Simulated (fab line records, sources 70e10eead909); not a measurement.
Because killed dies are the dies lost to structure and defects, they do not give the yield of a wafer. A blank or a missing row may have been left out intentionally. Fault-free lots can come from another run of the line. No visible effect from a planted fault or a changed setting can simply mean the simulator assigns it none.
Which tool was responsible? / flow nandHarc / 13 lots with 39 wafers sampled at 5 steps, on a route of 1302 steps

WHAT THE GAUGES READ, wafer by wafer
NHARC_THIN_TSV_INSPECT_40.
lot=L797; measured=day 24 20:45; on=defectInspect-02; rawDefectCount=651 590 711
lot=L798; measured=day 24 20:45; on=defectInspect-02; rawDefectCount=448 507 565
lot=L799; measured=day 24 20:45; on=defectInspect-01; rawDefectCount=627 648 541
lot=L800; measured=day 25 11:40; on=defectInspect-01; rawDefectCount=542 544 526
lot=L801; measured=day 25 22:16; on=defectInspect-01; rawDefectCount=524 520 540
lot=L802; measured=day 26 18:01; on=defectInspect-01; rawDefectCount=541 531 474
lot=L803; measured=day 27 10:41; on=defectInspect-01; rawDefectCount=510 514 516
lot=L804; measured=day 28 13:04; on=defectInspect-02; rawDefectCount=506 508 479
lot=L805; measured=day 28 00:19; on=defectInspect-02; rawDefectCount=542 592 600
lot=L808; measured=day 30 00:10; on=defectInspect-01; rawDefectCount=561 588
lot=L809; measured=day 30 00:10; on=defectInspect-02; rawDefectCount=552 592 563
lot=L817; measured=day 33 01:11; on=defectInspect-02; rawDefectCount=475 475 527
lot=L819; measured=day 33 23:45; on=defectInspect-02; rawDefectCount=543 579 468

NHARC_END_SORT_01.
lot=L797; measured=day 24 23:50; on=prober-01; defectLimitedYield (%)=87.3 83.8 86.3; killedAtArray=77 100 88; killedAtOther=1 2 0; killedAtPeriphery=8 8 5; killedDies=86 110 93; killedOpen=5 3 2; killedShort=3 3 2
lot=L798; measured=day 24 23:45; on=prober-02; defectLimitedYield (%)=92.5 93.8 93.6; killedAtArray=46 40 40; killedAtOther=1 1 1; killedAtPeriphery=4 1 2; killedDies=51 42 43; killedOpen=2 2 0; killedShort=5 2 3
lot=L799; measured=day 25 08:20; on=prober-02; defectLimitedYield (%)=91.1 89.8 92.5; killedAtArray=54 66 51; killedAtOther=2 0 0; killedAtPeriphery=4 3 0; killedDies=60 69 51; killedOpen=4 6 1; killedShort=2 0 2
lot=L800; measured=day 25 15:30; on=prober-01; defectLimitedYield (%)=86.0 90.1 88.9; killedAtArray=87 50 74; killedAtOther=2 5 0; killedAtPeriphery=6 12 1; killedDies=95 67 75; killedOpen=2 4 1; killedShort=3 2 3
lot=L801; measured=day 26 01:19; on=prober-02; defectLimitedYield (%)=87.0 88.2 85.5; killedAtArray=83 75 88; killedAtOther=3 3 4; killedAtPeriphery=2 2 6; killedDies=88 80 98; killedOpen=5 3 2; killedShort=3 2 5
lot=L802; measured=day 26 21:53; on=prober-01; defectLimitedYield (%)=89.1 88.8 88.2; killedAtArray=71 74 78; killedAtOther=1 0 0; killedAtPeriphery=2 2 2; killedDies=74 76 80; killedOpen=5 6 4; killedShort=1 2 3
lot=L803; measured=day 27 15:21; on=prober-02; defectLimitedYield (%)=92.5 92.0 90.5; killedAtArray=50 51 62; killedAtOther=0 0 0; killedAtPeriphery=1 3 2; killedDies=51 54 64; killedOpen=4 2 2; killedShort=0 4 3
lot=L804; measured=day 28 16:53; on=prober-01; defectLimitedYield (%)=90.0 90.5 91.9; killedAtArray=64 62 50; killedAtOther=1 0 3; killedAtPeriphery=3 2 2; killedDies=68 64 55; killedOpen=5 4 4; killedShort=1 2 0
lot=L805; measured=day 28 04:12; on=prober-01; defectLimitedYield (%)=90.1 89.8 90.8; killedAtArray=61 63 58; killedAtOther=1 2 0; killedAtPeriphery=5 4 4; killedDies=67 69 62; killedOpen=2 0 2; killedShort=3 0 2
lot=L808; measured=day 30 03:11; on=prober-01; defectLimitedYield (%)=93.1 0 91.7; killedAtArray=44 57 51; killedAtOther=2 1 1; killedAtPeriphery=1 619 4; killedDies=47 677 56; killedOpen=2 7 3; killedShort=1 2 1
lot=L809; measured=day 30 04:50; on=prober-02; defectLimitedYield (%)=88.2 86.7 89.4; killedAtArray=79 88 68; killedAtOther=1 0 1; killedAtPeriphery=0 2 3; killedDies=80 90 72; killedOpen=1 5 2; killedShort=1 1 3
lot=L817; measured=day 33 06:43; on=prober-01; defectLimitedYield (%)=87.7 87.4 87.6; killedAtArray=78 77 79; killedAtOther=1 2 1; killedAtPeriphery=4 6 4; killedDies=83 85 84; killedOpen=2 3 6; killedShort=1 4 3
lot=L819; measured=day 34 03:35; on=prober-02; defectLimitedYield (%)=91.6 91.1 92.9; killedAtArray=54 56 45; killedAtOther=0 0 0; killedAtPeriphery=3 4 3; killedDies=57 60 48; killedOpen=6 5 6; killedShort=6 3 1

TOOL THAT RAN EACH LOT (tool first, then ch and the chambers of the sampled wafers, then the start)
lot=L797; NHARC_P_M1_PVD_21=pvdSputter-01, day 6 19:00; NHARC_THIN_TSV_DEP_47=pecvd-02 ch 0,1,2, day 24 10:44; NHARC_THIN_TSV_DEGAS_53=pvdSputter-03, day 24 14:08
lot=L798; NHARC_P_M1_PVD_21=pvdSputter-03, day 7 06:40; NHARC_THIN_TSV_DEP_47=pecvd-03 ch 0,2, day 24 12:01; NHARC_THIN_TSV_DEGAS_53=pvdSputter-02, day 24 14:55
lot=L799; NHARC_P_M1_PVD_21=pvdSputter-03, day 7 11:02; NHARC_THIN_TSV_DEP_47=pecvd-04 ch 0,1,2, day 24 09:26; NHARC_THIN_TSV_DEGAS_53=pvdSputter-03, day 24 12:24
lot=L800; NHARC_P_M1_PVD_21=pvdSputter-01, day 8 02:05; NHARC_THIN_TSV_DEP_47=pecvd-04 ch 0,1, day 25 00:38; NHARC_THIN_TSV_DEGAS_53=pvdSputter-02, day 25 03:34
lot=L801; NHARC_P_M1_PVD_21=pvdSputter-01, day 8 09:47; NHARC_THIN_TSV_DEP_47=pecvd-02 ch 0,1, day 25 09:22; NHARC_THIN_TSV_DEGAS_53=pvdSputter-03, day 25 12:27
lot=L802; NHARC_P_M1_PVD_21=pvdSputter-03, day 8 21:35; NHARC_THIN_TSV_DEP_47=pecvd-02 ch 1,2, day 26 08:07; NHARC_THIN_TSV_DEGAS_53=pvdSputter-01, day 26 11:00
lot=L803; NHARC_P_M1_PVD_21=pvdSputter-01, day 9 11:25; NHARC_THIN_TSV_DEP_47=pecvd-02 ch 0,1, day 27 00:37; NHARC_THIN_TSV_DEGAS_53=pvdSputter-03, day 27 03:27
lot=L804; NHARC_P_M1_PVD_21=pvdSputter-03, day 9 12:10; NHARC_THIN_TSV_DEP_47=pecvd-03 ch 0,1, day 28 04:15; NHARC_THIN_TSV_DEGAS_53=pvdSputter-01, day 28 07:10
lot=L805; NHARC_P_M1_PVD_21=pvdSputter-01, day 10 06:53; NHARC_THIN_TSV_DEP_47=pecvd-02 ch 0,2, day 27 14:20; NHARC_THIN_TSV_DEGAS_53=pvdSputter-03, day 27 17:17
lot=L808; NHARC_P_M1_PVD_21=pvdSputter-03, day 11 17:26; NHARC_THIN_TSV_DEP_47=pecvd-03 ch 1,2, day 29 13:01; NHARC_THIN_TSV_DEGAS_53=pvdSputter-03, day 29 15:51
lot=L809; NHARC_P_M1_PVD_21=pvdSputter-01, day 11 21:19; NHARC_THIN_TSV_DEP_47=pecvd-02 ch 1,2, day 29 14:04; NHARC_THIN_TSV_DEGAS_53=pvdSputter-03, day 29 16:58
lot=L817; NHARC_P_M1_PVD_21=pvdSputter-01, day 14 22:59; NHARC_THIN_TSV_DEP_47=pecvd-02 ch 0,1,2, day 32 15:10; NHARC_THIN_TSV_DEGAS_53=pvdSputter-02, day 32 18:00
lot=L819; NHARC_P_M1_PVD_21=pvdSputter-02, day 16 04:59; NHARC_THIN_TSV_DEP_47=pecvd-03 ch 0,2, day 33 13:08; NHARC_THIN_TSV_DEGAS_53=pvdSputter-02, day 33 16:05
- NHARC_P_M1_PVD_21: deposits Cu, target thk 30 nm, time 20.49 s.
- NHARC_THIN_TSV_DEP_47: deposits SiO2, target thk 200 nm.
- NHARC_THIN_TSV_DEGAS_53: time 60 s.

AS READ BY THE TOOLS THEMSELVES (means over the sampled wafers that have a number; for cases with no such wafer, the mark the record gives instead)
NHARC_P_M1_PVD_21.
lot=L797; tool=pvdSputter-01; throttleValvePct (%)=30.1
lot=L798; tool=pvdSputter-03; throttleValvePct (%)=30.3
lot=L799; tool=pvdSputter-03; throttleValvePct (%)=29.5
lot=L800; tool=pvdSputter-01; throttleValvePct (%)=29.6
lot=L801; tool=pvdSputter-01; throttleValvePct (%)=29.2
lot=L802; tool=pvdSputter-03; throttleValvePct (%)=29.3
lot=L803; tool=pvdSputter-01; throttleValvePct (%)=29.9
lot=L804; tool=pvdSputter-03; throttleValvePct (%)=30.1
lot=L805; tool=pvdSputter-01; throttleValvePct (%)=30.0
lot=L808; tool=pvdSputter-03; throttleValvePct (%)=29.4
lot=L809; tool=pvdSputter-01; throttleValvePct (%)=29.6
lot=L817; tool=pvdSputter-01; throttleValvePct (%)=29.9
lot=L819; tool=pvdSputter-02; throttleValvePct (%)=29.9

NHARC_THIN_TSV_DEP_47.
lot=L797; tool=pecvd-02; flowSccm (sccm)=2646; throttleValvePct (%)=15.9
lot=L798; tool=pecvd-03; flowSccm (sccm)=2648; throttleValvePct (%)=15.8
lot=L799; tool=pecvd-04; flowSccm (sccm)=2648; throttleValvePct (%)=15.9
lot=L800; tool=pecvd-04; flowSccm (sccm)=2652; throttleValvePct (%)=15.8
lot=L801; tool=pecvd-02; flowSccm (sccm)=2636; throttleValvePct (%)=16.3
lot=L802; tool=pecvd-02; flowSccm (sccm)=2652; throttleValvePct (%)=15.6
lot=L803; tool=pecvd-02; flowSccm (sccm)=2651; throttleValvePct (%)=16.0
lot=L804; tool=pecvd-03; flowSccm (sccm)=2649; throttleValvePct (%)=15.3
lot=L805; tool=pecvd-02; flowSccm (sccm)=2648; throttleValvePct (%)=15.6
lot=L808; tool=pecvd-03; flowSccm (sccm)=2650; throttleValvePct (%)=15.6
lot=L809; tool=pecvd-02; flowSccm (sccm)=2654; throttleValvePct (%)=15.7
lot=L817; tool=pecvd-02; flowSccm (sccm)=2651; throttleValvePct (%)=15.9
lot=L819; tool=pecvd-03; flowSccm (sccm)=2644; throttleValvePct (%)=15.9

NHARC_THIN_TSV_DEGAS_53.
lot=L797; tool=pvdSputter-03; heaterPowerW (W)=478
lot=L798; tool=pvdSputter-02; heaterPowerW (W)=525
lot=L799; tool=pvdSputter-03; heaterPowerW (W)=464
lot=L800; tool=pvdSputter-02; heaterPowerW (W)=517
lot=L801; tool=pvdSputter-03; heaterPowerW (W)=491
lot=L802; tool=pvdSputter-01; heaterPowerW (W)=563
lot=L803; tool=pvdSputter-03; heaterPowerW (W)=469
lot=L804; tool=pvdSputter-01; heaterPowerW (W)=538
lot=L805; tool=pvdSputter-03; heaterPowerW (W)=435
lot=L808; tool=pvdSputter-03; heaterPowerW (W)=468
lot=L809; tool=pvdSputter-03; heaterPowerW (W)=449
lot=L817; tool=pvdSputter-02; heaterPowerW (W)=503
lot=L819; tool=pvdSputter-02; heaterPowerW (W)=495

THE ANSWER, worked out from the rows above alone
Rule: the lots themselves supply what counts as usual. The widest of any qualifying gaps counts: lots, ordered by their means at a reading, are off when they make up no more than a third of the lots, leave a main group of 4 or more, and stand apart from it by 3 or more times the standard deviation of that group's means. A main group whose means are all the same, to the digits that the tables above print for the reading, isn't used. A lot without any number at a reading at which 4 lots or more have one is off too. All remaining lots with rows at the step are treated as sound. After the gauges, taken in route order, come the tools' own readings; for these a lot's mean is taken, as printed above. At the first step where some lot is off, the reading lying furthest off is the one used; lots without a number count as furthest.
Off at NHARC_END_SORT_01 (killedAtPeriphery): L808. Main group: mean 3.5, sd 1.7.
If a tool, at a process step before that reading, ran all the lots that are off and no sound lot after the first of them, it fits. Gauges at NHARC_END_SORT_01: tried the same way as those tools. One fits: NHARC_P_M1_PVD_21 on pvdSputter-03. Its last sound lot is L804 (day 9 12:10), its first lot that is off L808 (day 11 17:26): a fault that began between those two fits.

WHAT THE SIMULATOR HAD PUT IN
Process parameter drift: pvdSputter-03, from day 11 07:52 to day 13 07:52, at NHARC_P_M1_PVD_21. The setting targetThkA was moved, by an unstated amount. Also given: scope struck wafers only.
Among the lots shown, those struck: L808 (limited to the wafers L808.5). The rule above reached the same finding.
